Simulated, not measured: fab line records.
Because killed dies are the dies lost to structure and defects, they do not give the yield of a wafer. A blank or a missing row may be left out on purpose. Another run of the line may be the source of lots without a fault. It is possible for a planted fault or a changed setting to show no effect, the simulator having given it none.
Split-lot experiment | flow n5-finfet | 21 wafers read across 7 lots, on a route 1938 steps long

== ABOUT THE SPLIT ==
At N5_BEOL_M4_TRENCH_ETCH_37 (etches SiOC in C4F6/O2, target depth 55.555 nm, time 29.2 s), the setting bias-w was moved away from the recipe's 185 W on 8 of the 21 wafers read, by -6.1% to +16.0%. For the rest of the wafers, this setting stayed at what the recipe calls for.

The split's own step is where the reading is taken.

== THE READING ==
rf-vpp-V, in V, at N5_BEOL_M4_TRENCH_ETCH_37 (etches SiOC in C4F6/O2, target depth 55.555 nm, time 29.2 s). A value of 662 V with a standard deviation of 12 V is what fault-free wafers of this fab line usually give.

wafer  | tool, chamber at the split | bias-w as run, W | against the recipe | rf-vpp-V, V | against lot-mates on the recipe
L077.1 | rie-diel-03, 0             | 214.6            | +16.0%             | 742         | +75
L077.2 | rie-diel-03, 3             | 185              | recipe             | 667         | -
L077.6 | rie-diel-03, 1             | 214.6            | +16.0%             | 747         | +80
L081.2 | rie-diel-02, 1             | 185              | recipe             | 658         | -
L081.4 | rie-diel-02, 3             | 185              | recipe             | 654         | -
L081.5 | rie-diel-02, 1             | 185              | recipe             | 659         | -
L083.4 | rie-diel-03, 2             | 185              | recipe             | 643         | -
L083.5 | rie-diel-03, 0             | 185              | recipe             | 661         | -
L083.6 | rie-diel-03, 1             | 185              | recipe             | 663         | -
L084.1 | rie-diel-02, 1             | 185              | recipe             | 660         | -
L084.4 | rie-diel-02, 0             | 173.8            | -6.1%              | 640         | -21
L084.6 | rie-diel-02, 2             | 185              | recipe             | 662         | -
L088.1 | rie-diel-02, 0             | 200.6            | +8.4%              | 717         | +56
L088.2 | rie-diel-02, 2             | 185              | recipe             | 661         | -
L088.5 | rie-diel-02, 0             | 200.6            | +8.4%              | 719         | +58
L090.2 | rie-diel-03, 3             | 185              | recipe             | 678         | -
L090.3 | rie-diel-03, 0             | 211.4            | +14.3%             | 735         | +66
L090.6 | rie-diel-03, 0             | 185              | recipe             | 660         | -
L092.1 | rie-diel-06, 0             | 185              | recipe             | 690         | -
L092.4 | rie-diel-06, 3             | 208.9            | +12.9%             | 739         | +49
L092.5 | rie-diel-06, 2             | 208.9            | +12.9%             | 747         | +57

FIT RESULTS
A straight line over all 21 wafers: rf-vpp-V changes by +5.41 V for each +1% of bias-w; r = +0.96; the points scatter about the line by 10 V.
The same after taking each lot's own level away (the mean of its wafers on the recipe; 21 wafers): +4.69 V for each +1%; r = +0.97; scatter 8 V.
The reading moves by 75 V for the largest change in bias-w, on that fit.
From 655.7 to 690.0 V: that is the span of the lots' own levels, equal to 2.9 times the standard deviation above.
Thus the slope moves with the lot-to-lot level: the two fits are different.
Check: +76.9 V against its lot-mates is what the line predicts for one of the wafers moved furthest among these (+16.0%) when that wafer is left out of the fit. It came out at +75 V against them.
Tool readings at the split's step, against how far the setting was moved: rf-vpp-V r = +0.96.

== THE OTHER SPLITS THESE WAFERS WENT THROUGH ==
Other splits were also applied to these wafers ahead of the reading. Each is held against what the fit with the lots' levels taken away leaves over:
other split on the same wafers   | wafers away from the commonest value | r with rf-vpp-V (lot level and that fit taken away)
N5_BEOL_M1_TRENCH_ETCH_37 time-s | 10                                   | +0.07
N5_BEOL_M2_ETCH_64 time-s        | 9                                    | +0.28
N5_BEOL_M2_COAT_76 spin-rpm      | 5                                    | -0.33
N5_BEOL_M3_ETCH_70 bias-w        | 4                                    | -0.12
N5_BEOL_M3_TRENCH_ETCH_37 time-s | 5                                    | -0.10
N5_BEOL_M4_DESCUM_33 time-s      | 11                                   | +0.53

== FILE'S OWN FIT ==
rf-vpp-V changes by +4.71 V for each +1% of bias-w, r = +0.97.
